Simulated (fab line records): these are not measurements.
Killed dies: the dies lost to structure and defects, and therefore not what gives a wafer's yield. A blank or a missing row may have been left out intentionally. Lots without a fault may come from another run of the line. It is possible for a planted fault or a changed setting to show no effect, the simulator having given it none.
A lot that was struck, set against a sound lot ; flow n5_finfet ; 37 steps out of a route of 1938
Sound: the wafers L170.2, L170.4, L170.5. Struck: wafer L164.4 (left out: L164.3, L164.5 of the same lot, which were not struck); the cause appears at the end.
Each step with rows lists, per side, the tool, then ch with its chambers, then its first start. Under that, the readings that differ: sound wafers ; struck wafers ; difference of the means ; sigmas: that difference in standard deviations of wafers without a fault.
alike: readings with means less than 2 such deviations apart, plus words and numbers identical on both sides. not compared: withheld readings, readings lacking a value on some wafer, bounds such as >300 that could conceal the same value, and numbers that have no deviation in the record and whose values overlap.
The two part at a step that has a row with sigmas, a row that says differs or no value, or rows on one side only. Numbers that have no deviation but don't overlap get no sigmas and don't part them. A reading that every wafer of one side lacks parts them only if that side has two wafers or more.

first, 9 steps without rows for these wafers: N5_BEOL_M4_ANNEAL_95 (time 240 s); N5_BEOL_M4_SPUTTER_96 (material Cu, target thk 4.5 nm, time 8.29 s); N5_BEOL_M4_ECD_50 (material Cu, target thk 300 nm); N5_BEOL_M4_ANNEAL_51 (time 90 s); N5_BEOL_M4_CMP_52 (polishes, stops on SiOC, t overpolish 6.8 s, target thk 40 nm); N5_BEOL_M4_PRE_CLEAN_60 (time 15 s); N5_BEOL_M4_CO_CAP_55 (material Co, precursor CCTBA/H2, target thk 2 nm, time 102.1 s); N5_BEOL_M4_PRE_CLEAN_56 (time 15 s); N5_BEOL_M4_DEP_57 (deposits SiCN from 3MS/NH3, target thk 8 nm, time 14 s).
N5_BEOL_M4_RC_MEAS_101:
  sound on prober-01 ch 0, day 13 05:34; struck on prober-02 ch 0, day 12 00:52
reading;sound;struck;difference;sigmas
DIBL_N (mV/V);38.9 38.2 38.9;32.4;-6.3;-4
DIBL_P (mV/V);37.2 37.5 38.1;32.4;-5.2;-2
IOFF_N (nA/um);0.18 0.17 0.18;0.10;-0.08;-2
ION_N (uA/um);684 685 685;642;-43;-4
VT_N (mV);248 247 248;258;+10;+3
  alike: IOFF_P, ION_P, SS_N, SS_P, VT_P
then, 24 steps without rows for these wafers: N5_BEOL_M5_ILD_DEP_00 (deposits SiCOH lowk from DEMS/porogen, target thk 140.64 nm, time 25.9 s); N5_BEOL_M5_CURE_79 (cures SiCOH lowk, time 240 s); N5_BEOL_M5_PECVD_70 (deposits SiO2 from TEOS/O2, target thk 16 nm, time 18 s); N5_BEOL_M5_HM_DEP_02 (deposits TiN, target thk 20 nm); N5_BEOL_M5_COAT_59 (time 60 s, resist thk 60 nm); N5_BEOL_M5_COAT_60 (time 60 s, resist thk 12 nm); N5_BEOL_M5_COAT_71 (time 60 s, resist thk 5 nm); N5_BEOL_M5_COAT_05 (resist thk 30 nm); N5_BEOL_M5_EBR_07; N5_BEOL_M5_SOFTBAKE_06 (time 60 s); N5_BEOL_M5_EXPOSE_08 (exposes mask M5, target cd 28 nm); N5_BEOL_M5_PEB_09 (peb time 60 s); N5_BEOL_M5_DEVELOP_10 (develop time 30 s); N5_BEOL_M5_DESCUM_16 (chemistry O2, time 7 s); N5_BEOL_M5_ETCH_72 (etches underlayer in N2/H2, target depth 6.5 nm, time 5.2 s); N5_BEOL_M5_ETCH_61 (etches SiARC in CF4, target depth 15.6 nm, time 26 s); N5_BEOL_M5_ETCH_62 (etches SOC in N2/H2, target depth 75 nm, overetch 15 nm, time 112.5 s); N5_BEOL_M5_STRIP_63 (strips in N2/H2); N5_BEOL_M5_STRIP_73 (strips in N2/H2); N5_BEOL_M5_STRIP_64 (strips in CF4); N5_BEOL_M5_HM_OPEN_17 (chemistry Cl2/BCl3, target TiN, target depth 20 nm, overetch 6 nm); N5_BEOL_M5_STRIP_19 (strips in O2); N5_BEOL_M5_COAT_65 (time 60 s, resist thk 60 nm); N5_BEOL_M5_COAT_66 (time 60 s, resist thk 12 nm).
N5_BEOL_M9_ALD_74: deposits TaN, target thk 2 nm, pulse time 2 s, purge time 3 s.
  sound on ald_metal-04 ch 1,3, day 15 03:08; struck on ald_metal-01 ch 3, day 13 21:44
reading;sound;struck;difference;sigmas
ald_cycles;40 40 40;18;-22;
model.TaN_of_BEOL_M9_ALD_74.thk_nm (nm);2 2 2;0.8;-1.2;
  alike: heater_power_w
-- a jump in the record: the struck wafers' starts before and after are 2 days apart (it breaks off in module BEOL_M9 and resumes in module BEOL_M15, where the first step shown is number 1830 of the route) --
N5_BEOL_M15_RC_MEAS_101:
  sound on prober-01 ch 0, day 16 21:56; struck on prober-02 ch 0, day 15 23:53
reading;sound;struck;difference;sigmas
COMB_M10 (S/m);1.4e-11 1.75e-11 2.07e-11;1.02e-11;-7.20e-12;-2
COMB_M9 (S/m);1.2e-11 1.9e-11 1.5e-11;1.94e-10;+1.79e-10;+58
COMB_M9_max_site (S/m);1.9e-11 3.5e-11 2e-11;2.61e-10;+2.36e-10;+45
SERP_M14 (ohm/um);0.157 0.155 0.155;0.165;+0.009;+2
  alike: COMB_M11, COMB_M12, COMB_M13, COMB_M14, COMB_M15, COMB_M15_max_site, COMB_M5, COMB_M6, COMB_M7, COMB_M8, SERP_M10, SERP_M11, SERP_M12, SERP_M13, SERP_M5, SERP_M6, SERP_M7, SERP_M8, SERP_M9
N5_PASSIVATION_PROBE_49:
  struck on prober-01, day 16 13:52; sound on prober-01, day 17 14:11
reading;sound;struck;difference;sigmas
killed_at_M4_up;16 10 13;37;+24;+5
sort_bin_4_leakage (%);0 0 0;1.19;+1.19;+54
  alike: defect_limited_yield, killed_at_M0_to_M3, killed_at_contacts, killed_at_front_end, killed_at_other, killed_dies, killed_open, killed_short, sort_bin_5_function, sort_bin_6_memory, sort_n_pass, sort_yield_pct

## WHERE THEY PART
Last at N5_PASSIVATION_PROBE_49 as far as this record goes, first at N5_BEOL_M4_RC_MEAS_101.

WHY: the cause the simulator had injected
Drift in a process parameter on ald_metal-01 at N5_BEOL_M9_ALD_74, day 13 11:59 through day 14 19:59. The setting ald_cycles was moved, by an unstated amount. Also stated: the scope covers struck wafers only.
